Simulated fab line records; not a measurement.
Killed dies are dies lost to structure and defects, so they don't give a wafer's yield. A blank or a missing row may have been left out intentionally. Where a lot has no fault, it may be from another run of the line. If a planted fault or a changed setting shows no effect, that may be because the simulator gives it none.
fab line records ; flow nand_harc
record: lots: 6; wafers: 18; last_day: 32
route steps=1302 shown A_SLIT@930 A_SIN_REMOVE@947 A_WL_FILL@952 END@1302
lots that met no fault: from a run of the same line without faults
start_h: start of the lot's first displayed wafer, in hours after the record's first day ; wait_h: time in hours since the lot's previous step ; " as in the row above ; L1.1+2: several wafers, shown together as one row ; - no value, or no start was given ; * or withheld: withheld ; < > ~ a bound
route shown NAME@n: a module of which the file shows steps, and the number in the route of the first ; usual: average and standard deviation across the fault-free wafers ; same: alike in all rows ; chamber/n: place in a boat ; sites: each site's reading ; _std_site: the standard deviation of these ; _edge_site: the outer-site mean with the inner-site mean subtracted ; radius_mm: how far each site lies from the wafer's centre ; mask NAME#n: copy n ; behind: the last tool/chamber to shape the wafer ; hold: reason for holding the lot/hours on hold/outcome of the hold ; device: which transistor (n, p or np) failed to switch ; end of line: the route-end tests of the same wafers ; for a step that has no rows: nothing shown but its recipe ; killed: not the wafer's yield, but the dies lost to structure and defects at the first sort ; map: a wafer's dies, x killed, . not, _ none there
set.NAME: the setting as run; set.NAME@STEP: as run at that earlier step ; model.NAME: the simulator's own value behind a step, which no gauge read
lots seen at some steps along the route; tables by step, rows by wafer
services: when a tool's chamber went out of use (start_h, in hours from the record's first day, below 0 if earlier), for how many hours, and the reason
== steps ==
step: NHARC_A_SLIT_EXPOSE_06
recipe: na: 1.35; dose_mj: 60.82; mask_id: SLIT
step: NHARC_A_SLIT_PEB_07
recipe: peb_temp_c: 100; peb_time_s: 65
step: NHARC_A_SLIT_DEVELOP_08
recipe: develop_time_s: 35; dev_temp_c: 23
step: NHARC_A_SLIT_CD_MEAS_09
recipe: target_cd_nm: 300; landing_energy_ev: 500
usual: cd_nm: 299.7/0.5
lot.wafer;tool;chamber;start_h;wait_h;cd_nm
L712.1;cd_sem-02;0;482.59;-;299.5
L712.2;cd_sem-02;0;482.59;-;299.6
L712.3;cd_sem-02;0;482.59;-;299.4
L719.2;cd_sem-01;0;540.08;-;299.7
L719.4;cd_sem-01;0;540.08;-;299.3
L719.5;cd_sem-01;0;540.08;-;298.9
L718.2;cd_sem-02;0;540.23;-;299.7
L718.3;cd_sem-02;0;540.23;-;299.3
L718.4;cd_sem-02;0;540.23;-;299.8
L729.1;cd_sem-01;0;640.32;-;300.5
L729.3;cd_sem-01;0;640.32;-;298.9
L729.5;cd_sem-01;0;640.32;-;300.6
L727.3;cd_sem-03;0;642.06;-;300.9
L727.5;cd_sem-03;0;642.06;-;299.6
L727.6;cd_sem-03;0;642.06;-;300.2
L730.1;cd_sem-03;0;660.34;-;299.7
L730.3;cd_sem-03;0;660.34;-;299.6
L730.6;cd_sem-03;0;660.34;-;299.0
step: NHARC_A_SLIT_OVL_MEAS_10
usual: overlay_x_nm: 0.1/0.83; overlay_y_nm: -0.2/0.7
lot.wafer;tool;chamber;start_h;wait_h;overlay_x_nm;overlay_y_nm
L712.1;overlay-01;-;482.68;-;0.7;0.4
L712.2;overlay-01;-;482.68;-;0.8;0.4
L712.3;overlay-01;-;482.68;-;0.6;0.2
L719.2;overlay-01;-;540.16;-;-0.3;-0.9
L719.4;overlay-01;-;540.16;-;-0.1;-0.9
L719.5;overlay-01;-;540.16;-;-0.4;-0.8
L718.2;overlay-02;-;540.32;-;0.0;-0.6
L718.3;overlay-02;-;540.32;-;-0.7;-0.4
L718.4;overlay-02;-;540.32;-;-1.2;-0.3
L729.1;overlay-02;-;640.41;-;1.7;-0.2
L729.3;overlay-02;-;640.41;-;1.7;-0.3
L729.5;overlay-02;-;640.41;-;1.2;0.1
L727.3;overlay-01;-;642.14;-;-0.1;0.5
L727.5;overlay-01;-;642.14;-;-0.7;0.3
L727.6;overlay-01;-;642.14;-;-0.7;-0.5
L730.1;overlay-01;-;660.43;-;-0.5;-0.5
L730.3;overlay-01;-;660.43;-;-0.6;-0.3
L730.6;overlay-01;-;660.43;-;-0.3;-0.1
step: NHARC_A_SLIT_INSPECT_11
usual: raw_defect_count: 54/35
lot.wafer;tool;chamber;start_h;wait_h;raw_defect_count
L712.1;defect_inspect-01;-;482.72;0.0;124
L712.2;defect_inspect-01;-;482.72;0.0;87
L712.3;defect_inspect-01;-;482.72;0.0;124
L719.2;defect_inspect-02;-;540.20;0.0;58
L719.4;defect_inspect-02;-;540.20;0.0;84
L719.5;defect_inspect-02;-;540.20;0.0;92
L718.2;defect_inspect-01;-;540.35;0.0;46
L718.3;defect_inspect-01;-;540.35;0.0;32
L718.4;defect_inspect-01;-;540.35;0.0;42
L729.1;defect_inspect-01;-;640.45;0.0;16
L729.3;defect_inspect-01;-;640.45;0.0;33
L729.5;defect_inspect-01;-;640.45;0.0;34
L727.3;defect_inspect-01;-;642.18;0.0;94
L727.5;defect_inspect-01;-;642.18;0.0;95
L727.6;defect_inspect-01;-;642.18;0.0;85
L730.1;defect_inspect-02;-;660.46;0.0;23
L730.3;defect_inspect-02;-;660.46;0.0;21
L730.6;defect_inspect-02;-;660.46;0.0;20
step: NHARC_A_SLIT_DESCUM_14
recipe: time_s: 3; o2_flow_sccm: 200; ar_flow_sccm: 0; bias_power_w: 0; chemistry: O2
usual: drypump_motor_current_A: 5.8/0.44; oes_product_au: 0.996/0.0098; rf_vpp_V: 57.9/0.95; showerhead_plenum_p_Torr: 1.93/0.082; throttle_valve_pct: 11.310/0.0098
same: time_s: 3
lot.wafer;tool;chamber;start_h;wait_h;drypump_motor_current_A;oes_product_au;rf_hours_counter_h;rf_vpp_V;showerhead_plenum_p_Torr;throttle_valve_pct
L712.3;rie_diel-10;2;482.78;0.1;5.4;0.999;2.2;57.8;2.01;11.322
L712.2;rie_diel-10;3;482.78;0.1;6.0;0.990;2.3;58.1;2.01;11.300
L712.1;rie_diel-10;1;482.78;0.1;5.3;0.988;2.0;55.7;1.87;11.318
L719.2;rie_diel-10;3;540.26;0.1;6.0;1.002;5.8;60.6;2.01;11.313
L719.4;rie_diel-10;2;540.26;0.1;5.4;1.009;5.9;57.9;2.01;11.302
L719.5;rie_diel-10;0;540.26;0.1;5.4;0.986;-;57.8;1.79;11.298
L718.4;rie_diel-10;3;540.42;0.1;6.0;1.003;5.8;60.0;2.01;11.310
L718.2;rie_diel-10;0;540.42;0.1;5.4;0.993;5.8;56.9;1.79;11.322
L718.3;rie_diel-10;1;540.42;0.1;5.3;1.003;6.0;57.6;1.87;11.329
L729.1;rie_diel-04;0;640.53;0.1;5.9;0.999;6.7;59.1;1.88;11.321
L729.3;rie_diel-04;1;640.53;0.1;4.9;1.006;5.5;55.6;1.82;11.307
L729.5;rie_diel-04;3;640.53;0.1;5.9;0.990;-;57.7;1.90;11.319
L727.3;rie_diel-05;0;642.26;0.1;5.5;0.994;2.5;56.2;1.87;11.315
L727.5;rie_diel-05;1;642.26;0.1;6.5;0.983;-;57.8;1.95;11.306
L727.6;rie_diel-05;2;642.26;0.1;6.1;0.986;-;59.3;2.05;11.300
L730.1;rie_diel-10;3;660.53;0.1;6.1;0.999;2.2;58.6;2.01;11.283
L730.3;rie_diel-10;3;660.53;0.1;6.0;1.006;-;58.1;2.01;11.330
L730.6;rie_diel-10;3;660.53;0.1;6.1;1.008;-;57.7;2.01;11.296
step: NHARC_A_SLIT_ETCH_24
recipe: target_depth_a: 1210; time_s: 60.5; cf4_flow_sccm: 100; chf3_flow_sccm: 30; ar_flow_sccm: 0; rf_w: 500; bias_w: 200; chemistry: CF4/CHF3
usual: drypump_motor_current_A: 5.7/0.44; oes_product_au: 0.954/0.019; rf_vpp_V: 370.7/2.2; showerhead_plenum_p_Torr: 1.58/0.063; throttle_valve_pct: 16.803/0.0088
same: time_s: 60.5
lot.wafer;tool;chamber;start_h;wait_h;drypump_motor_current_A;oes_product_au;rf_hours_counter_h;rf_vpp_V;showerhead_plenum_p_Torr;throttle_valve_pct
L712.3;rie_diel-10;1;482.87;0.1;5.3;0.949;2.0;368.5;1.54;16.805
L712.1;rie_diel-10;2;482.87;0.1;5.4;0.953;2.2;371.8;1.65;16.802
L712.2;rie_diel-10;3;482.87;0.1;6.0;0.940;2.4;373.4;1.65;16.808
L719.4;rie_diel-10;1;540.35;0.1;5.3;0.987;5.9;369.8;1.54;16.799
L719.2;rie_diel-10;3;540.35;0.1;6.0;0.963;5.8;373.2;1.65;16.803
L719.5;rie_diel-10;2;540.35;0.1;5.4;0.994;-;371.1;1.65;16.817
L718.2;rie_diel-10;0;541.14;0.7;5.4;0.960;6.3;366.4;1.48;16.803
L718.3;rie_diel-10;2;541.14;0.7;5.4;0.949;6.8;372.3;1.65;16.802
L718.4;rie_diel-10;3;541.14;0.7;6.0;0.943;6.2;372.9;1.65;16.804
L729.1;rie_diel-04;2;640.61;0.1;6.3;0.945;5.1;372.4;1.63;16.793
L729.3;rie_diel-04;3;640.61;0.1;5.9;0.938;6.2;372.7;1.56;16.823
L729.5;rie_diel-04;0;640.61;0.1;5.9;0.961;-;369.5;1.55;16.808
L727.3;rie_diel-05;3;642.32;0.1;5.5;0.933;2.7;371.0;1.56;16.795
L727.5;rie_diel-05;3;642.32;0.1;5.5;0.917;-;369.3;1.56;16.785
L727.6;rie_diel-05;0;642.32;0.1;5.5;0.925;-;368.8;1.54;16.783
L730.1;rie_diel-10;3;660.67;0.1;6.0;0.946;2.2;373.4;1.65;16.796
L730.3;rie_diel-10;0;660.67;0.1;5.4;0.941;-;368.2;1.48;16.792
L730.6;rie_diel-10;3;660.67;0.1;6.0;0.951;-;373.1;1.65;16.806
step: NHARC_A_SLIT_ETCH_15
recipe: target_depth_a: 62000; over_etch_frac: 0.3; time_s: 1612; ion_energy_ev: 150; o2_flow_sccm: 400; cos_flow_sccm: 20; ar_flow_sccm: 0; rf_w: 500; bias_w: 300; chemistry: O2/COS
usual: drypump_motor_current_A: 5.7/0.43; oes_product_au: 0.998/0.0097; rf_vpp_V: 314.5/1.9; showerhead_plenum_p_Torr: 3.14/0.13; throttle_valve_pct: 28.329/0.0087
same: time_s: 1612
lot.wafer;tool;chamber;start_h;wait_h;drypump_motor_current_A;oes_product_au;rf_hours_counter_h;rf_vpp_V;showerhead_plenum_p_Torr;throttle_valve_pct
L712.3;rie_diel-10;1;-;-;5.3;0.988;2.3;313.3;3.06;28.333
L712.2;rie_diel-10;2;-;-;5.4;1.002;2.4;315.6;3.27;28.331
L712.1;rie_diel-10;0;-;-;5.5;0.986;2.5;312.2;2.94;28.327
L719.2;rie_diel-10;1;-;-;5.2;0.995;6.2;313.9;3.06;28.328
L719.4;rie_diel-10;0;-;-;5.5;0.999;6.0;311.4;2.93;28.327
L719.5;rie_diel-10;2;-;-;5.5;1.012;-;315.8;3.27;28.334
L718.3;rie_diel-10;2;-;-;5.4;1.011;7.1;316.6;3.27;28.327
L718.2;rie_diel-10;3;-;-;6.0;1.000;6.5;316.9;3.27;28.334
L718.4;rie_diel-10;1;-;-;5.3;0.990;7.1;313.6;3.06;28.335
L729.1;rie_diel-04;1;-;-;5.0;1.003;5.7;312.1;2.98;28.327
L729.3;rie_diel-04;3;-;-;5.9;1.001;6.5;313.9;3.10;28.330
L729.5;rie_diel-04;0;-;-;6.0;1.000;-;314.0;3.08;28.319
L727.3;rie_diel-05;3;-;-;5.5;1.000;2.9;314.0;3.08;28.338
L727.5;rie_diel-05;2;-;-;6.1;0.998;-;319.0;3.33;28.329
L727.6;rie_diel-05;3;-;-;5.5;0.999;-;314.7;3.08;28.354
L730.1;rie_diel-10;0;660.79;0.1;5.5;0.985;2.4;312.6;2.93;28.340
L730.3;rie_diel-10;3;660.79;0.1;6.1;1.001;-;315.8;3.27;28.335
L730.6;rie_diel-10;3;660.79;0.1;6.0;0.998;-;315.8;3.27;28.315
step: NHARC_A_SLIT_ETCH_17
recipe: bias_v: 900; source_w: withheld; pressure_mtorr: 20; ar_flow_sccm: 375; c4f8_flow_sccm: 83.3; o2_flow_sccm: 41.7; time_s: 4254.5; target_depth_a: 2.03e+05; chemistry: C4F8/O2/Ar
step: NHARC_A_SLIT_ETCH_26
recipe: bias_v: 400; source_w: 2000; pressure_mtorr: 25; time_s: 90; ar_flow_sccm: 375; c4f8_flow_sccm: 41.7; o2_flow_sccm: 83.3; target_depth_a: 4000; chemistry: C4F8/O2/Ar
step: NHARC_A_SLIT_STRIP_28
recipe: o2_flow_sccm: 400; cos_flow_sccm: 20; ar_flow_sccm: 0; bias_w: 0; chemistry: O2/COS
step: NHARC_A_SLIT_ETCH_29
recipe: target_depth_a: 1000; overetch_a: 100; time_s: 55; ion_energy_ev: 100; cf4_flow_sccm: 80; o2_flow_sccm: 20; ar_flow_sccm: 0; rf_w: 300; bias_w: 100; chemistry: CF4/O2
usual: drypump_motor_current_A: 5.8/0.46; oes_product_au: 0.997/0.01; rf_vpp_V: 198.0/1.3; showerhead_plenum_p_Torr: 1.34/0.051; throttle_valve_pct: 13.398/0.009
same: time_s: 55
lot.wafer;tool;chamber;start_h;wait_h;drypump_motor_current_A;oes_product_au;rf_hours_counter_h;rf_vpp_V;showerhead_plenum_p_Torr;throttle_valve_pct
L712.1;rie_diel-04;2;491.55;0.1;6.3;0.998;5.2;198.2;1.39;13.404
L712.3;rie_diel-04;3;491.55;0.1;5.9;0.994;6.0;197.1;1.33;13.399
L712.2;rie_diel-04;1;491.55;0.1;4.9;1.016;5.1;195.7;1.28;13.399
L719.2;rie_diel-04;2;546.70;0.1;6.3;0.990;0.1;199.4;1.39;13.401
L719.4;rie_diel-04;3;546.70;0.1;5.9;1.002;0.1;198.4;1.33;13.410
L719.5;rie_diel-04;2;546.70;0.1;6.3;0.985;-;199.0;1.39;13.394
L718.4;rie_diel-04;1;549.58;0.1;4.9;1.018;0.1;195.5;1.28;13.389
L718.3;rie_diel-04;3;549.58;0.1;5.9;0.997;0.2;198.7;1.33;13.403
L718.2;rie_diel-04;0;549.58;0.1;5.9;1.006;0.2;198.3;1.32;13.383
L729.3;rie_diel-05;1;646.27;0.1;6.5;0.995;3.6;196.4;1.36;13.404
L729.1;rie_diel-05;2;646.27;0.1;6.1;1.010;4.2;198.2;1.43;13.400
L729.5;rie_diel-05;1;646.27;0.1;6.6;0.992;-;197.7;1.36;13.412
L727.3;rie_diel-05;0;649.23;0.1;5.5;0.995;3.1;196.4;1.31;13.415
L727.6;rie_diel-05;2;649.23;0.1;6.1;1.005;-;200.6;1.43;13.394
L727.5;rie_diel-05;3;649.23;0.1;5.5;1.001;-;198.6;1.32;13.410
L730.3;rie_diel-04;2;667.10;0.1;6.3;0.982;6.3;199.7;1.39;13.393
L730.1;rie_diel-04;0;667.10;0.1;6.0;0.998;8.4;197.2;1.31;13.383
L730.6;rie_diel-04;2;667.10;0.1;6.3;0.993;-;198.8;1.39;13.393
step: NHARC_A_SLIT_STRIP_18
recipe: o2_flow_sccm: 500; ar_flow_sccm: 0; bias_w: 0; chemistry: O2
usual: drypump_motor_current_A: 5.8/0.46; oes_product_au: 0.997/0.0097; rf_vpp_V: 57.7/0.88; showerhead_plenum_p_Torr: 3.53/0.12; throttle_valve_pct: 17.035/0.0094
lot.wafer;tool;chamber;start_h;wait_h;drypump_motor_current_A;oes_product_au;rf_hours_counter_h;rf_vpp_V;showerhead_plenum_p_Torr;throttle_valve_pct
L712.1;rie_diel-04;1;-;-;5.0;1.005;5.2;57.3;3.38;17.029
L712.3;rie_diel-04;2;-;-;6.3;1.005;5.2;57.3;3.66;17.030
L712.2;rie_diel-04;3;-;-;5.9;0.988;6.0;59.2;3.51;17.056
L719.4;rie_diel-04;3;-;-;5.9;0.990;0.1;57.9;3.51;17.050
L719.2;rie_diel-04;0;-;-;5.9;1.007;0.1;57.9;3.48;17.035
L719.5;rie_diel-04;3;-;-;5.9;0.997;-;56.7;3.51;17.037
L718.4;rie_diel-04;0;-;-;5.9;1.003;0.2;57.8;3.48;17.035
L718.2;rie_diel-04;1;-;-;5.0;1.013;0.2;57.1;3.38;17.034
L718.3;rie_diel-04;3;-;-;5.9;0.995;0.2;57.5;3.51;17.032
L729.1;rie_diel-05;2;-;-;6.1;0.996;4.2;57.2;3.76;17.034
L729.3;rie_diel-05;3;-;-;5.5;0.992;3.6;57.0;3.49;17.028
L729.5;rie_diel-05;0;-;-;5.5;0.994;-;57.7;3.46;17.044
L727.3;rie_diel-05;1;-;-;6.6;0.991;3.7;58.0;3.59;17.035
L727.5;rie_diel-05;0;-;-;5.5;0.998;-;56.9;3.46;17.050
L727.6;rie_diel-05;1;-;-;6.6;0.996;-;57.8;3.59;17.038
L730.3;rie_diel-04;3;-;-;5.9;0.997;7.6;58.3;3.50;17.034
L730.1;rie_diel-04;0;-;-;5.9;0.996;8.4;58.0;3.48;17.019
L730.6;rie_diel-04;2;-;-;6.4;0.995;-;57.7;3.66;17.030
step: NHARC_A_SLIT_PRECLEAN_19
recipe: time_s: *; temp_c: 50; bath_age_min: 0; chemistry: SC1
step: NHARC_A_SLIT_SRD_20
step: NHARC_A_SLIT_CD_MEAS_21
usual: cd_nm: 289.7/0.81
lot.wafer;tool;chamber;start_h;wait_h;cd_nm
L712.1;cd_sem-02;-;492.08;-;289.8
L712.2;cd_sem-02;-;492.08;-;290.2
L712.3;cd_sem-02;-;492.08;-;290.3
L719.2;cd_sem-01;-;547.23;-;290.4
L719.4;cd_sem-01;-;547.23;-;288.9
L719.5;cd_sem-01;-;547.23;-;288.6
L718.2;cd_sem-02;-;550.11;-;290.1
L718.3;cd_sem-02;-;550.11;-;289.4
L718.4;cd_sem-02;-;550.11;-;291.0
L729.1;cd_sem-01;-;646.81;-;289.7
L729.3;cd_sem-01;-;646.81;-;289.0
L729.5;cd_sem-01;-;646.81;-;289.6
L727.3;cd_sem-02;-;649.76;-;289.1
L727.5;cd_sem-02;-;649.76;-;289.4
L727.6;cd_sem-02;-;649.76;-;288.9
L730.1;cd_sem-03;-;667.63;-;289.3
L730.3;cd_sem-03;-;667.63;-;288.8
L730.6;cd_sem-03;-;667.63;-;289.4
step: NHARC_A_SIN_REMOVE_WET_00
recipe: temp_c: 160; time_s: 15300; chemistry: H3PO4
step: NHARC_A_SIN_REMOVE_PRECLEAN_01
recipe: time_s: *; temp_c: 50; bath_age_min: 0; chemistry: SC1
step: NHARC_A_SIN_REMOVE_SRD_02
step: NHARC_A_SIN_REMOVE_INSPECT_04
usual: raw_defect_count: 393/93
lot.wafer;tool;chamber;start_h;wait_h;raw_defect_count
L712.1;defect_inspect-02;-;498.72;0.0;522
L712.2;defect_inspect-02;-;498.72;0.0;425
L712.3;defect_inspect-02;-;498.72;0.0;373
L719.2;defect_inspect-02;-;552.85;0.0;1108
L719.4;defect_inspect-02;-;552.85;0.0;940
L719.5;defect_inspect-02;-;552.85;0.0;866
L718.2;defect_inspect-01;-;556.78;0.0;813
L718.3;defect_inspect-01;-;556.78;0.0;776
L718.4;defect_inspect-01;-;556.78;0.0;727
L729.1;defect_inspect-02;-;652.59;0.0;432
L729.3;defect_inspect-02;-;652.59;0.0;326
L729.5;defect_inspect-02;-;652.59;0.0;370
L727.3;defect_inspect-02;-;656.39;0.0;420
L727.5;defect_inspect-02;-;656.39;0.0;552
L727.6;defect_inspect-02;-;656.39;0.0;464
L730.1;defect_inspect-01;-;674.18;0.0;349
L730.3;defect_inspect-01;-;674.18;0.0;625
L730.6;defect_inspect-01;-;674.18;0.0;353
step: NHARC_A_WL_FILL_ALD_00
recipe: target_thk_a: 30; pulse_time_s: 3; ald_cycles: 30; temp_c: 300; material: Al2O3
usual: heater_power_outer_w: 250/24; heater_power_w: 446/40; precursor_pulse_height_rel: 1.001/0.019; susceptor_temp_C: 300.01/0.16
same: pulse_time_s: 3
lot.wafer;tool;chamber;start_h;wait_h;heater_power_outer_w;heater_power_w;precursor_pulse_height_rel;susceptor_temp_C
L712.2;ald_hk-04;2;498.82;0.1;240;458;0.973;300.14
L712.3;ald_hk-04;3;498.82;0.1;298;540;1.000;300.20
L712.1;ald_hk-04;0;498.82;0.1;219;398;1.008;300.42
L719.2;ald_hk-04;0;552.95;0.1;219;410;0.990;-
L719.4;ald_hk-04;2;552.95;0.1;234;457;1.002;-
L719.5;ald_hk-04;3;552.95;0.1;292;516;0.994;-
L718.2;ald_hk-04;1;556.85;0.1;240;418;1.016;299.96
L718.4;ald_hk-04;2;556.85;0.1;237;441;0.988;299.85
L718.3;ald_hk-04;3;556.85;0.1;293;530;0.989;300.03
L729.3;ald_hk-03;1;652.66;0.1;275;471;1.028;299.87
L729.1;ald_hk-03;3;652.66;0.1;246;390;0.983;300.02
L729.5;ald_hk-03;2;652.66;0.1;219;405;1.033;299.90
L727.3;ald_hk-04;2;656.45;0.1;239;463;1.005;-
L727.5;ald_hk-04;2;656.45;0.1;234;445;0.985;-
L727.6;ald_hk-04;3;656.45;0.1;289;509;1.012;-
L730.3;ald_hk-04;2;674.27;0.1;240;440;0.986;300.10
L730.1;ald_hk-04;0;674.27;0.1;222;405;1.003;300.27
L730.6;ald_hk-04;1;674.27;0.1;222;399;1.040;300.17
step: NHARC_END_SORT_01
recipe: temp_c: 25
usual: killed_at_array: 55/23; killed_at_other: 1.0/1.2; killed_at_periphery: 3.2/2.7; killed_dies: 59/23; killed_open: 3.1/1.6; killed_short: 2.2/1.5
same: gross_dies: 677
lot.wafer;tool;chamber;start_h;wait_h;killed_at_array;killed_at_other;killed_at_periphery;killed_dies;killed_open;killed_short
L719.2;prober-02;0;650.44;2.8;136;1;7;144;2;4
L719.4;prober-02;0;652.06;3.4;157;2;2;161;5;2
L719.5;prober-02;0;652.87;3.7;133;2;4;139;1;2
L718.2;prober-01;0;658.18;2.8;118;0;4;122;1;1
L718.3;prober-01;0;658.98;3.1;112;0;1;113;3;2
L718.4;prober-01;0;659.78;3.4;67;3;9;79;1;2
killed by level:class
L719.2 A_SLIT:unspecified=63 A_SLIT:chamber_film_flake=29 A_CHANNEL_HOLE_D1:chamber_film_flake=27 A_CHANNEL_HOLE_D2:chamber_film_flake=7 P_GATE:chamber_film_flake=3 A_CHANNEL_FILL_D2:geometric_particle:short=2 P_STI:chamber_film_flake=2 A_CONTACT:chamber_film_flake=2
L719.4 A_SLIT:unspecified=75 A_CHANNEL_HOLE_D1:chamber_film_flake=34 A_SLIT:chamber_film_flake=26 A_CHANNEL_HOLE_D2:chamber_film_flake=9 A_CHANNEL_FILL_D1:chamber_film_flake=3 A_STAIRCASE:chamber_film_flake=2 THIN_TSV:chamber_film_flake=2 P_M1:geometric_particle:open=1
L719.5 A_SLIT:unspecified=55 A_CHANNEL_HOLE_D1:chamber_film_flake=34 A_SLIT:chamber_film_flake=25 A_CHANNEL_HOLE_D2:chamber_film_flake=8 A_WL_FILL:chamber_film_flake=3 P_STI:chamber_film_flake=2 A_CONTACT:chamber_film_flake=2 THIN_TSV:chamber_film_flake=2
L718.2 A_SLIT:unspecified=78 A_CHANNEL_HOLE_D2:chamber_film_flake=15 A_CHANNEL_HOLE_D1:chamber_film_flake=7 A_CONTACT:chamber_film_flake=5 A_DECK1_JOINT:chamber_film_flake=3 A_SLIT:chamber_film_flake=3 P_ZERO_WELL:chamber_film_flake=2 A_ZERO_WELL:chamber_film_flake=2
L718.3 A_SLIT:unspecified=77 A_CHANNEL_HOLE_D2:chamber_film_flake=10 A_CONTACT:chamber_film_flake=9 A_CHANNEL_HOLE_D1:chamber_film_flake=7 A_STAIRCASE:chamber_film_flake=2 P_GATE:geometric_particle:open=1 A_SOURCE_PLATE:geometric_particle:short=1 A_CHANNEL_HOLE_D1:geometric_particle:short=1
L718.4 A_SLIT:unspecified=28 A_CHANNEL_HOLE_D2:chamber_film_flake=22 A_CHANNEL_HOLE_D1:chamber_film_flake=5 A_CONTACT:chamber_film_flake=4 P_ZERO_WELL:chamber_film_flake=3 P_CONTACT:chamber_film_flake=2 A_CHANNEL_FILL_D1:chamber_film_flake=2 A_DECK1_JOINT:chamber_film_flake=2
map L718.2 (x killed, . not)
____________.____________
_________......._________
_______..........._______
______.............______
_____..............._____
____.................____
____.................____
___..........x........___
___...................___
__..................xx.__
__.........x....xx.xxxx__
_........x.......xxxxxxx_
_................xxxxxxx_
_................xxxxxxx_
_...............xxxxxxxx_
_...............xxxxxxxx_
.........x..x...xxxxxxxxx
.................xxxxxxx.
............x....xxxxxxx.
..............x...xxxxx..
..............x.....xxx..
_..........xx..x....x..._
_...........x..x..x....._
_......................._
_......................._
_..........x............_
__..........x.xx..x....__
__.........xxx.........__
___..........xx.......___
___..x......x..xx.....___
____.........x.......____
____...x.....xxx.....____
_____.......xxxx...._____
______.....xxx.....______
_______...x.....x._______
_________....xxx_________
____________.____________
map L719.4 (x killed, . not)
____________.____________
_________......._________
_______..........._______
______.............______
_____..........x...._____
____.................____
____.................____
___..........x.x......___
___...........xx......___
__.x.........xxxxxx....__
__.............xxx.....__
_.x..........xxxxxx....._
_x.x.........xxxx......._
_...........xxx.xx......_
_...........xx.xxx......_
_.............xxx.xx...._
..........x...x..xx.xx...
............x...xxxxxxx..
.................xxxx.x..
................xxxxxxxx.
..........x....x.xxxxxx..
_.......x.......xxxxxxxx_
_...........x...xxxxxxxx_
_..............xxxxxxxxx_
_...............xxxxxxxx_
_..x..x.........x.xxxxx._
__..xxx...........xxx..__
__..xx..x..........xx..__
___xxxxx.............x___
___xxxxxx.............___
____xxxxxx...........____
____xxxxx.x.....x....____
_____xxx............_____
______.............______
_______.x........._______
_________......._________
____________.____________
== services ==
tool;chamber;start_h;hours;kind
rie_diel-04;-;472.28;0.8;repair
rie_diel-10;0;477.50;-;clean
rie_diel-10;1;477.50;-;clean
rie_diel-10;2;477.50;-;clean
rie_diel-10;3;477.50;-;clean
rie_diel-05;-;490.41;0.3;repair
rie_diel-10;0;502.00;-;clean
rie_diel-10;1;502.00;-;clean
rie_diel-10;2;502.00;-;clean
rie_diel-10;3;502.00;-;clean
rie_diel-10;2;504.28;4.7;repair
rie_diel-10;-;512.27;0.4;repair
rie_diel-04;-;531.95;9.0;pm
ald_hk-03;-;569.01;10.0;pm
rie_diel-05;-;583.60;9.0;pm
rie_diel-10;-;596.50;9.0;pm
rie_diel-05;0;598.80;4.6;repair
ald_hk-04;-;614.98;10.0;pm
rie_diel-10;1;615.14;6.6;repair
rie_diel-04;1;628.80;5.8;repair
rie_diel-05;1;634.21;2.7;repair
rie_diel-10;1;657.80;6.8;repair
rie_diel-05;0;658.72;8.7;repair
rie_diel-10;2;660.25;1.7;repair
== key ==
first_sign: step: NHARC_A_SIN_REMOVE_INSPECT_04; reading: raw_defect_count; direction: up; sigmas: 5.1; usual: 393; struck: 872
effect: step: NHARC_END_SORT_01; reading: killed_dies; direction: up; sigmas: 2.9; usual: 59; struck: 126; wafers_moved: 5
more_kills_born_at: NHARC_A_SLIT_ETCH_29@rie_diel-04: 373
met_at NHARC_A_SLIT_ETCH_29
struck_wafers L718.2,L718.3,L718.4,L719.2,L719.4,L719.5
tester_left_out L718,L719
onset_between 491.55 546.70
fault: kind: chamber_particle_source; tool: rie_diel-04; chamber: -; onset_h: 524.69; steps: NHARC_A_SLIT_ETCH_29; rate_per_visit_cm2: 0.65889; end_h: 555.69
tester_left_out: of these lots the tester's yield and bins aren't shown, on N5 and GAA mostly nor the transistor test; their killed dies are dies lost to structure and defects alone, not to doping, threshold or leakage, so they don't give the yield
